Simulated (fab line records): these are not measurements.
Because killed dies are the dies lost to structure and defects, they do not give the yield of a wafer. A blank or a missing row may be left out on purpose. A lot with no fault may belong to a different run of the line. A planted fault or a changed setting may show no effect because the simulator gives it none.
fab line records	flow n5Finfet
[record] lots = 11	wafers = 33	lastDay = 18
route steps=1938 shown BEOL_M1@794 PASSIVATION@1908
lots with no fault: from the same line, run without faults
startH: the number of hours between the record's first day and the start of the first shown wafer of the lot	waitH: hours since the lot's step before	" unchanged from the row above	L1.1+2: a single row standing in for several wafers	- value missing, or start not given	* or withheld: withheld	< > ~ a bound
route shown NAME@n: NAME is a module with steps in the file, n the number in the route of the first one	usual: mean and standard deviation over wafers with no fault	same: alike in all rows	chamber/n: place in a boat	sites: the reading at each site	_std_site: the standard deviation of these	_edge_site: mean of outer sites minus mean of inner sites	radiusMm: for every site, how far away it sits from the centre of the wafer	mask NAME#n: copy n	behind: the tool/chamber that last shaped the wafer	hold: what put the lot on hold/how long, in hours/how the hold closed	device: names the non-switching transistor (n, p or np)	end of line: the tests these same wafers got at the end of their route	for a step that has no rows: nothing shown but its recipe	killed: dies lost to structure and defects at the first sort, not the wafer's yield	map: the dies of a wafer, with x for killed, . for not killed, _ for no die there
set.NAME: the setting the step ran with; set.NAME@STEP: the setting that earlier step ran with	model.NAME: the simulator's own value behind a step, which no gauge read
a sample of lots followed through the steps of the route, with each step as a table and each wafer as a row
services: the hour from which a tool's chamber was out of use, counted from the record's first day as startH (under 0 if before that day), plus the number of hours and why
[[steps]]
[step N5_BEOL_M1_ETCH_70]
[recipe] chemistry = N2/H2	target = SOC	targetDepthA = 800	overetchA = 160	maskMaterial = SiARC	tempC = 40	timeS = 120	ionEnergyEv = 200	pressureMtorr = 30	sourceW = 840	biasW = 150	n2FlowSccm = 200	h2FlowSccm = 200
[usual] drypumpMotorCurrentA = 5.9/0.38	oesProductAu = 0.60/0.068	rfVppV = 523.5/2.4	showerheadPlenumPTorr = 2.53/0.084	throttleValvePct = 17.91/0.26
lot.wafer	tool	chamber	startH	waitH	drypumpMotorCurrentA	oesProductAu	rfHoursCounterH	rfVppV	showerheadPlenumPTorr	throttleValvePct
L539.1	rieDiel-02	2	150.08	0.0	5.3	0.72	16	525.8	2.60	17.76
L539.3	"	0	"	"	6.5	0.55	212	520.1	2.40	17.95
L539.6	"	3	"	"	5.9	0.71	-	526.0	2.60	17.70
L540.3	rieDiel-02	0	167.05	0.0	6.5	0.55	218	520.1	2.40	17.96
L540.4	"	1	"	"	5.9	0.58	-	525.0	2.54	18.14
L540.5	"	3	"	"	5.9	0.70	-	525.5	2.60	17.70
L541.3	rieDiel-04	0	167.52	0.0	6.4	0.53	249	519.8	2.40	18.20
L541.4	"	3	"	"	5.4	0.65	-	525.5	2.60	17.63
L541.6	"	0	"	"	6.4	0.53	-	520.5	2.40	18.19
L536.1	rieDiel-04	1	168.40	0.0	5.8	0.52	238	522.4	2.52	18.12
L536.5	"	3	"	"	5.4	0.64	-	525.6	2.60	17.63
L536.6	"	1	"	"	5.8	0.52	-	523.9	2.52	18.13
L542.1	rieDiel-04	3	172.40	0.0	5.4	0.64	57	525.0	2.59	17.63
L542.3	"	1	"	"	5.8	0.52	240	523.6	2.52	18.12
L542.6	"	1	"	"	5.8	0.52	-	522.6	2.52	18.13
L546.1	rieDiel-02	2	186.06	0.0	5.2	0.70	25	526.0	2.60	17.79
L546.2	"	3	"	"	5.9	0.67	38	526.0	2.60	17.73
L546.6	"	0	"	"	6.5	0.54	-	520.7	2.40	17.99
L547.2	rieDiel-04	1	189.12	0.0	5.8	0.52	246	522.7	2.51	18.13
L547.3	"	0	"	"	6.4	0.53	258	519.1	2.40	18.21
L547.6	"	3	"	"	5.4	0.64	-	525.9	2.59	17.65
L548.1	rieDiel-04	0	206.48	0.0	6.3	0.53	264	518.3	2.40	18.23
L548.3	"	3	"	"	5.4	0.63	69	524.5	2.59	17.65
L548.6	"	1	"	"	5.8	0.51	-	522.2	2.51	18.14
L549.1	rieDiel-04	1	214.93	0.0	5.8	0.51	255	523.3	2.51	18.15
L549.3	"	3	"	"	5.5	0.63	72	524.9	2.59	17.68
L549.6	"	3	"	"	5.4	0.64	-	524.5	2.59	17.65
L554.3	rieDiel-02	3	234.73	0.0	5.9	0.67	53	525.9	2.59	17.77
L554.4	"	0	"	"	6.5	0.54	240	521.3	2.39	17.99
L554.6	"	1	"	"	5.9	0.57	-	523.6	2.54	18.16
L558.2	rieDiel-02	2	266.51	0.0	5.2	0.67	51	523.5	2.59	17.82
L558.3	"	1	"	"	5.9	0.57	174	525.0	2.53	18.18
L558.4	"	1	"	"	5.9	0.56	-	522.3	2.53	18.18
[step N5_PASSIVATION_DESCUM_32]
[recipe] chemistry = O2	timeS = 7.9	sourcePowerW = 50	biasPowerW = 20	pressureMtorr = 20	rfFrequencyHz = 2.712e+07	tempC = 40	o2FlowSccm = 225
[usual] drypumpMotorCurrentA = 5.5/0.52	oesProductAu = 0.76/0.07	rfVppV = 243.6/1.3	showerheadPlenumPTorr = 2.13/0.062	throttleValvePct = 20.62/0.21
lot.wafer	tool	chamber	startH	waitH	drypumpMotorCurrentA	oesProductAu	rfHoursCounterH	rfVppV	showerheadPlenumPTorr	throttleValvePct
L539.1	rieDiel-03	2	295.60	0.0	5.3	0.72	162	244.5	2.10	20.96
L539.3	"	0	"	"	5.7	0.71	188	245.9	2.16	20.50
L539.6	"	3	"	"	6.3	0.92	-	245.0	2.25	20.52
L541.3	rieDiel-03	0	311.49	0.0	5.7	0.72	193	243.2	2.16	20.52
L541.4	"	1	"	"	5.2	0.76	162	244.0	2.10	20.59
L541.6	"	1	"	"	5.2	0.76	-	243.3	2.10	20.59
L540.3	rieDiel-01	3	317.61	0.4	5.3	0.68	233	244.4	2.14	20.39
L540.4	"	2	"	"	4.9	0.69	226	246.0	2.17	20.87
L540.5	"	2	"	"	4.9	0.69	-	244.6	2.17	20.85
L542.1	rieDiel-03	3	322.81	0.0	6.3	0.92	33	243.8	2.24	20.53
L542.3	"	2	"	"	5.3	0.72	172	244.2	2.10	20.99
L542.6	"	2	"	"	5.3	0.71	-	243.0	2.10	20.98
L536.1	rieDiel-05	0	326.79	0.0	6.2	0.78	123	243.2	2.03	20.85
L536.5	"	1	"	"	5.7	0.79	-	241.9	2.02	20.50
L536.6	"	0	"	"	6.2	0.79	-	241.2	2.03	20.83
L546.1	rieDiel-05	3	332.11	0.0	4.6	0.79	120	245.3	2.20	20.61
L546.2	"	0	"	"	6.2	0.79	125	242.0	2.03	20.85
L546.6	"	2	"	"	5.6	0.81	-	243.7	2.20	20.46
L547.2	rieDiel-01	3	337.44	0.0	5.3	0.68	239	245.0	2.14	20.39
L547.3	"	2	"	"	5.0	0.68	233	243.9	2.17	20.87
L547.6	"	0	"	"	6.3	0.77	-	242.4	2.09	20.23
L548.1	rieDiel-05	2	355.30	0.0	5.6	0.80	115	245.2	2.19	20.46
L548.3	"	0	"	"	6.2	0.78	132	241.1	2.03	20.86
L548.6	"	0	"	"	6.2	0.77	-	242.0	2.03	20.85
L549.1	rieDiel-05	2	372.49	0.3	5.6	0.80	121	246.4	2.19	20.48
L549.3	"	3	"	"	4.6	0.77	133	245.3	2.19	20.63
L549.6	"	3	"	"	4.6	0.76	-	243.4	2.19	20.65
L554.3	rieDiel-03	0	393.52	0.1	5.6	0.69	223	244.1	2.15	20.56
L554.4	"	3	"	"	6.3	0.88	59	245.9	2.23	20.57
L554.6	"	0	"	"	5.7	0.69	-	243.2	2.15	20.54
L558.2	rieDiel-05	0	429.65	0.0	6.2	0.76	158	241.8	2.02	20.90
L558.3	"	2	"	"	5.6	0.78	143	244.9	2.18	20.51
L558.4	"	1	"	"	5.7	0.76	157	242.9	2.01	20.56
[step N5_PASSIVATION_STRIP_48]
[recipe] chemistry = O2	powerW = 600	tempC = 60	pressureMtorr = 30	rfFrequencyHz = 6e+07	biasPowerW = 0	overashFraction = 0.5	o2FlowSccm = 225
[usual] drypumpMotorCurrentA = 5.6/0.5	oesProductAu = 0.79/0.084	rfVppV = 3.6/2.3	showerheadPlenumPTorr = 2.13/0.064	throttleValvePct = 16.81/0.2
lot.wafer	tool	chamber	startH	waitH	drypumpMotorCurrentA	oesProductAu	rfHoursCounterH	rfVppV	showerheadPlenumPTorr	throttleValvePct
L539.1	rieDiel-03	1	297.89	0.1	5.2	0.76	158	3.1	2.11	16.77
L539.3	"	0	"	"	5.6	0.69	189	0.8	2.16	16.77
L539.6	"	2	"	"	5.3	0.73	-	2.0	2.11	17.13
L541.3	rieDiel-05	1	314.18	0.1	5.6	0.80	116	0.8	2.03	16.71
L541.4	"	0	"	"	6.2	0.79	119	6.3	2.04	17.06
L541.6	"	1	"	"	5.7	0.80	-	1.2	2.03	16.72
L540.3	rieDiel-05	2	320.01	0.1	5.6	0.82	102	3.9	2.20	16.71
L540.4	"	0	"	"	6.2	0.75	121	0	2.04	16.96
L540.5	"	1	"	"	5.6	0.81	-	2.6	2.03	16.71
L542.1	rieDiel-01	2	325.40	0.1	5.0	0.69	228	1.4	2.18	17.18
L542.3	"	1	"	"	5.2	0.81	95	0.3	2.13	16.75
L542.6	"	0	"	"	6.4	0.78	-	1.4	2.09	16.64
L536.1	rieDiel-03	3	329.27	0.1	6.3	0.89	35	5.5	2.25	16.68
L536.5	"	0	"	"	5.7	0.69	-	4.8	2.16	16.73
L536.6	"	3	"	"	6.4	0.95	-	3.2	2.25	16.75
L546.1	rieDiel-03	2	334.49	0.1	5.4	0.73	176	2.6	2.10	17.20
L546.2	"	0	"	"	5.6	0.72	201	6.2	2.16	16.78
L546.6	"	0	"	"	5.7	0.71	-	1.7	2.16	16.76
L547.2	rieDiel-05	2	339.89	0.1	5.6	0.83	109	6.6	2.20	16.64
L547.3	"	1	"	"	5.7	0.78	125	2.9	2.02	16.71
L547.6	"	2	"	"	5.6	0.80	-	3.5	2.20	16.76
L548.1	rieDiel-05	1	357.99	0.1	5.6	0.79	131	3.2	2.02	16.70
L548.3	"	3	"	"	4.6	0.75	128	5.5	2.20	16.92
L548.6	"	1	"	"	5.7	0.78	-	1.7	2.02	16.77
L549.1	rieDiel-01	2	374.78	0.1	4.9	0.68	245	5.0	2.17	17.14
L549.3	"	1	"	"	5.2	0.79	112	6.9	2.13	16.83
L549.6	"	0	"	"	6.3	0.74	-	2.9	2.08	16.58
L554.3	rieDiel-05	2	396.48	0.1	5.6	0.81	131	4.7	2.19	16.76
L554.4	"	1	"	"	5.6	0.77	-	2.4	2.02	16.76
L554.6	"	0	"	"	6.2	0.80	-	1.2	2.03	17.04
L558.2	rieDiel-01	0	432.09	0.1	6.4	0.73	183	1.5	2.07	16.63
L558.3	"	3	"	"	5.4	0.95	17	2.3	2.13	16.39
L558.4	"	1	"	"	5.3	0.74	136	0.7	2.12	16.86
[step N5_PASSIVATION_PROBE_49]
[usual] defectLimitedYield = 91.7/1.5	killed_at_M0_to_M3 = 32/10	killed_at_M4_up = 14/5.3	killedAtContacts = 13/5.7	killedAtFrontEnd = 37/10	killedAtOther = 3.3/2.5	killedDies = 98/18	killedOnRim = 13/3.6	killedOpen = 65/13	killedShort = 31/7.5	sort_bin_5_function = 4.9/0.91	sort_bin_6_memory = 3.1/0.71	sort_bin_8_speed = 0.00/0.017	sortNPass = 1082/18	sortYieldPct = 91.7/1.5
[same] grossDies = 1180	killedAtBackSide = 0	sort_bin_4_leakage[%] = 0
lot.wafer	tool	chamber	startH	waitH	defectLimitedYield[%]	killed_at_M0_to_M3	killed_at_M4_up	killedAtContacts	killedAtFrontEnd	killedAtOther	killedDies	killedOnRim	killedOpen	killedShort	sort_bin_5_function[%]	sort_bin_6_memory[%]	sort_bin_8_speed[%]	sortNPass	sortYieldPct[%]
L540.3	prober-01	-	322.60	0.1	92.6	33	10	6	36	2	87	8	59	28	4.2	3.0	0	1093	92.6
L540.4	prober-01	-	322.65	0.2	92.0	28	17	16	32	1	94	13	69	22	4.3	3.5	0	1086	92.0
L540.5	prober-01	-	322.70	0.2	90.8	43	9	13	44	0	109	14	81	27	5.3	4.0	0	1071	90.8
L542.1	prober-02	-	327.90	0.0	91.0	21	17	20	45	3	106	17	70	35	5.5	3.1	0	1074	91.0
L542.3	prober-02	-	328.00	0.1	91.4	20	24	10	43	5	102	14	70	28	3.9	4.3	0	1078	91.4
L542.6	prober-02	-	328.15	0.3	92.3	20	14	18	36	3	91	15	58	31	4.4	3.1	0	1089	92.3
L546.1	prober-02	-	337.00	0.0	91.7	35	8	16	38	1	98	14	72	25	4.7	3.3	0	1082	91.7
L546.2	prober-02	-	337.05	0.1	88.0	51	23	30	36	2	142	14	96	44	6.1	5.8	0	1038	88.0
L546.6	prober-02	-	337.25	0.3	90.5	33	10	28	36	5	112	20	76	31	5.5	3.2	0	1068	90.5
L547.2	prober-01	-	342.45	0.1	91.4	37	18	13	26	7	101	13	59	37	6.0	2.0	0	1079	91.4
L547.3	prober-01	-	342.50	0.1	91.7	29	10	12	42	5	98	12	58	37	4.7	3.1	0	1082	91.7
L547.6	prober-01	-	342.65	0.3	82.6	156	13	19	13	4	205	26	53	18	9.7	4.0	0	975	82.6
L548.1	prober-02	-	360.48	0.0	88.8	39	16	22	51	4	132	17	79	46	6.4	3.7	0	1048	88.8
L548.3	prober-02	-	360.58	0.1	79.8	170	13	13	41	1	238	26	69	29	12.0	4.3	0	942	79.8
L548.6	prober-02	-	360.73	0.3	91.8	37	14	19	24	3	97	13	66	29	4.8	3.2	0	1083	91.8
L549.1	prober-02	-	377.27	0.0	91.4	36	12	12	36	6	102	12	70	32	5.0	3.6	0	1078	91.4
L549.3	prober-02	-	377.37	0.1	78.6	182	12	22	35	1	252	29	77	40	12.0	5.0	0	928	78.6
L549.6	prober-02	-	377.52	0.3	80.2	185	7	8	31	3	234	26	59	34	12.5	3.7	0	946	80.2
L558.2	prober-02	-	434.63	0.1	91.0	29	12	16	47	2	106	15	69	36	5.6	3.1	0	1074	91.0
L558.3	prober-02	-	434.68	0.1	92.2	24	13	12	33	10	92	18	54	37	5.0	2.4	0	1088	92.2
L558.4	prober-02	-	434.73	0.2	89.2	41	16	23	47	1	128	18	82	46	6.2	4.4	0	1052	89.2
// killed by level:class
L540.3 BEOL_M2:geometricParticle:open=12 FIN_SAQP:geometricParticle:open=8 FIN_SAQP:geometricParticle:short=6 MOL_CONTACT_COAG:geometricParticle:open=6 BEOL_M1:geometricParticle:open=6 BEOL_M0_SAQP:geometricParticle:short=5 BEOL_M4:geometricParticle:open=5 DUMMY_GATE:geometricParticle:open=4
L540.4 MOL_CONTACT_COAG:geometricParticle:open=11 BEOL_M2:geometricParticle:open=10 BEOL_M4:geometricParticle:open=9 STI_FIN_REVEAL:geometricParticle:open=8 FIN_SAQP:geometricParticle:open=7 MOL_CONTACT_COAG:geometricParticle:short=5 BEOL_M0_SAQP:geometricParticle:open=5 BEOL_M1:geometricParticle:short=4
L540.5 FIN_SAQP:geometricParticle:open=17 BEOL_M1:geometricParticle:open=14 BEOL_M2:geometricParticle:open=11 MOL_CONTACT_COAG:geometricParticle:open=10 FIN_SAQP:geometricParticle:short=7 GATE_CUT:geometricParticle:open=6 BEOL_M2:geometricParticle:short=5 BEOL_M4:geometricParticle:open=5
L542.1 MOL_CONTACT_COAG:geometricParticle:open=14 GATE_CUT:geometricParticle:short=11 DUMMY_GATE:geometricParticle:open=11 FIN_SAQP:geometricParticle:open=7 MOL_CONTACT_COAG:geometricParticle:short=6 BEOL_M4:geometricParticle:open=6 BEOL_M2:geometricParticle:open=5 BEOL_M0_SAQP:geometricParticle:open=4
L542.3 BEOL_M4:geometricParticle:open=16 DUMMY_GATE:geometricParticle:open=10 MOL_CONTACT_COAG:geometricParticle:open=8 BEOL_M2:geometricParticle:open=8 FIN_SAQP:geometricParticle:short=6 BEOL_M0_SAQP:geometricParticle:open=6 GATE_CUT:geometricParticle:short=5 FIN_SAQP:geometricParticle:open=4
L542.6 MOL_CONTACT_COAG:geometricParticle:open=17 BEOL_M4:geometricParticle:open=8 FIN_SAQP:geometricParticle:short=7 GATE_CUT:geometricParticle:short=7 BEOL_M2:geometricParticle:open=7 BEOL_M0_SAQP:geometricParticle:open=5 STI_FIN_REVEAL:geometricParticle:open=5 FIN_SAQP:geometricParticle:open=4
L546.1 MOL_CONTACT_COAG:geometricParticle:open=11 STI_FIN_REVEAL:geometricParticle:open=9 DUMMY_GATE:geometricParticle:open=9 BEOL_M1:geometricParticle:open=8 BEOL_M2:geometricParticle:open=7 BEOL_M3:geometricParticle:open=6 FIN_SAQP:geometricParticle:open=5 MOL_CONTACT_COAG:geometricParticle:short=5
L546.2 MOL_CONTACT_COAG:geometricParticle:open=22 BEOL_M3:geometricParticle:open=17 BEOL_M4:geometricParticle:open=11 MOL_CONTACT_COAG:geometricParticle:short=8 BEOL_M1:geometricParticle:open=7 GATE_CUT:geometricParticle:short=7 BEOL_M0_SAQP:geometricParticle:short=6 BEOL_M2:geometricParticle:open=6
L546.6 MOL_CONTACT_COAG:geometricParticle:open=24 DUMMY_GATE:geometricParticle:open=7 BEOL_M4:geometricParticle:open=7 BEOL_M0:geometricParticle:open=6 BEOL_M1:geometricParticle:open=6 BEOL_M2:geometricParticle:open=6 BEOL_M0_SAQP:geometricParticle:short=5 BEOL_M3:geometricParticle:open=5
L547.2 BEOL_M0_SAQP:geometricParticle:open=12 BEOL_M0_SAQP:geometricParticle:short=11 MOL_CONTACT_COAG:geometricParticle:open=10 DUMMY_GATE:geometricParticle:open=6 BEOL_M3:geometricParticle:open=6 BEOL_M4:geometricParticle:open=6 STARTING-WAFER:geometricParticle:short=6 HKMG_FIN:areaEtch=4
L547.3 FIN_SAQP:geometricParticle:open=12 BEOL_M0_SAQP:geometricParticle:short=11 MOL_CONTACT_COAG:geometricParticle:open=8 FIN_SAQP:geometricParticle:short=7 BEOL_M0_SAQP:geometricParticle:open=7 STI_FIN_REVEAL:geometricParticle:open=6 STI_FIN_REVEAL:geometricParticle:short=5 BEOL_M0:geometricParticle:open=4
L547.6 BEOL_M1:unspecified=134 MOL_CONTACT_COAG:geometricParticle:open=15 BEOL_M4:geometricParticle:open=9 BEOL_M0_SAQP:geometricParticle:open=8 BEOL_M0_SAQP:geometricParticle:short=6 MOL_CONTACT_COAG:geometricParticle:short=4 BEOL_M5:geometricParticle:open=4 FIN_SAQP:geometricParticle:open=3
L548.1 FIN_SAQP:geometricParticle:open=15 MOL_CONTACT_COAG:geometricParticle:open=13 MOL_CONTACT_COAG:geometricParticle:short=9 FIN_SAQP:geometricParticle:short=8 BEOL_M0_SAQP:geometricParticle:short=8 BEOL_M1:geometricParticle:open=7 BEOL_M0_SAQP:geometricParticle:open=5 BEOL_M0:geometricParticle:open=4
L548.3 BEOL_M1:unspecified=135 BEOL_M1:geometricParticle:open=12 FIN_SAQP:geometricParticle:open=11 MOL_CONTACT_COAG:geometricParticle:open=11 BEOL_M0_SAQP:geometricParticle:short=7 DUMMY_GATE:geometricParticle:open=6 BEOL_M4:geometricParticle:open=6 BEOL_M0_SAQP:geometricParticle:open=5
L548.6 MOL_CONTACT_COAG:geometricParticle:open=15 BEOL_M0_SAQP:geometricParticle:open=11 BEOL_M1:geometricParticle:open=10 FIN_SAQP:geometricParticle:open=7 BEOL_M0_SAQP:geometricParticle:short=7 FIN_SAQP:geometricParticle:short=5 BEOL_M4:geometricParticle:open=5 STI_FIN_REVEAL:geometricParticle:open=4
L549.1 FIN_SAQP:geometricParticle:short=11 MOL_CONTACT_COAG:geometricParticle:open=10 BEOL_M2:geometricParticle:open=8 FIN_SAQP:geometricParticle:open=7 BEOL_M3:geometricParticle:open=7 BEOL_M0_SAQP:geometricParticle:short=7 BEOL_M0_SAQP:geometricParticle:open=6 STI_FIN_REVEAL:geometricParticle:open=4
L549.3 BEOL_M1:unspecified=135 MOL_CONTACT_COAG:geometricParticle:open=19 BEOL_M0_SAQP:geometricParticle:open=14 BEOL_M0_SAQP:geometricParticle:short=13 FIN_SAQP:geometricParticle:short=10 FIN_SAQP:geometricParticle:open=8 BEOL_M2:geometricParticle:open=7 ILD0:geometricParticle:open=5
L549.6 BEOL_M1:unspecified=141 BEOL_M2:geometricParticle:open=12 FIN_SAQP:geometricParticle:open=11 BEOL_M0_SAQP:geometricParticle:short=8 FIN_SAQP:geometricParticle:short=7 MOL_CONTACT_COAG:geometricParticle:open=6 BEOL_M1:geometricParticle:open=6 BEOL_M3:geometricParticle:open=6
L558.2 FIN_SAQP:geometricParticle:open=14 MOL_CONTACT_COAG:geometricParticle:open=12 BEOL_M0_SAQP:geometricParticle:open=11 BEOL_M0_SAQP:geometricParticle:short=10 STI_FIN_REVEAL:geometricParticle:open=8 GATE_CUT:geometricParticle:short=8 FIN_SAQP:geometricParticle:short=6 MOL_CONTACT_COAG:geometricParticle:short=4
L558.3 FIN_SAQP:geometricParticle:open=12 BEOL_M0_SAQP:geometricParticle:short=8 BEOL_M0_SAQP:geometricParticle:open=8 MOL_CONTACT_COAG:geometricParticle:open=7 FIN_SAQP:geometricParticle:short=5 MOL_CONTACT_COAG:geometricParticle:short=5 GATE_CUT:geometricParticle:short=4 BEOL_M4:geometricParticle:short=4
L558.4 MOL_CONTACT_COAG:geometricParticle:open=19 BEOL_M0_SAQP:geometricParticle:short=19 FIN_SAQP:geometricParticle:open=16 BEOL_M0_SAQP:geometricParticle:open=12 GATE_CUT:geometricParticle:short=7 BEOL_M5:geometricParticle:open=6 STI_FIN_REVEAL:geometricParticle:open=5 BEOL_M3:geometricParticle:open=5
[[services]]
tool	chamber	startH	hours	kind
rieDiel-01	-	135.57	0.8	repair
rieDiel-05	1	148.75	2.2	repair
rieDiel-05	0	152.80	25.5	repair
rieDiel-05	1	160.48	5.4	repair
rieDiel-02	2	161.44	8.3	repair
rieDiel-01	0	168.70	6.0	repair
rieDiel-02	1	183.49	5.8	repair
rieDiel-02	-	199.34	2.8	pm
rieDiel-03	3	216.77	-	clean
rieDiel-03	3	216.77	-	consumableReplace:focusRing
rieDiel-03	3	216.77	-	consumableReplace:showerhead
rieDiel-03	3	216.77	18.6	scheduledDown
rieDiel-03	3	216.77	18.6	ventCycle
rieDiel-01	0	228.17	6.0	repair
rieDiel-04	0	228.92	-	clean
rieDiel-04	0	228.92	-	consumableReplace:focusRing
rieDiel-04	0	228.92	-	consumableReplace:showerhead
rieDiel-01	-	238.12	15.6	pm
rieDiel-01	1	263.76	3.0	repair
rieDiel-01	-	322.39	0.2	repair
rieDiel-03	1	336.08	13.1	repair
rieDiel-02	-	350.76	0.6	repair
rieDiel-04	-	369.49	0.5	repair
rieDiel-05	3	389.66	9.0	repair
[[key]]
[firstSign] step = N5_PASSIVATION_PROBE_49	reading = killed_at_M0_to_M3	direction = up	sigmas = 14	usual = 32	struck = 173
[effect] step = N5_PASSIVATION_PROBE_49	reading = killedDies	direction = up	sigmas = 7.6	usual = 98	struck = 232
[moreKillsBornAt] N5_BEOL_M1_ETCH_70@rieDiel-04 = 545
metAt N5_BEOL_M1_ETCH_70
struckLots L547,L548,L549
struckWafers L547.6,L548.3,L549.3,L549.6
notActingAt N5_PASSIVATION_DESCUM_32,N5_PASSIVATION_STRIP_48
onsetBetween 172.40 189.12
[fault] kind = chamberParticleSource	tool = rieDiel-04	chamber = 3	onsetH = 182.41	steps = N5_BEOL_M1_ETCH_70	ratePerVisitCm2 = 1.5163	endH = 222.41
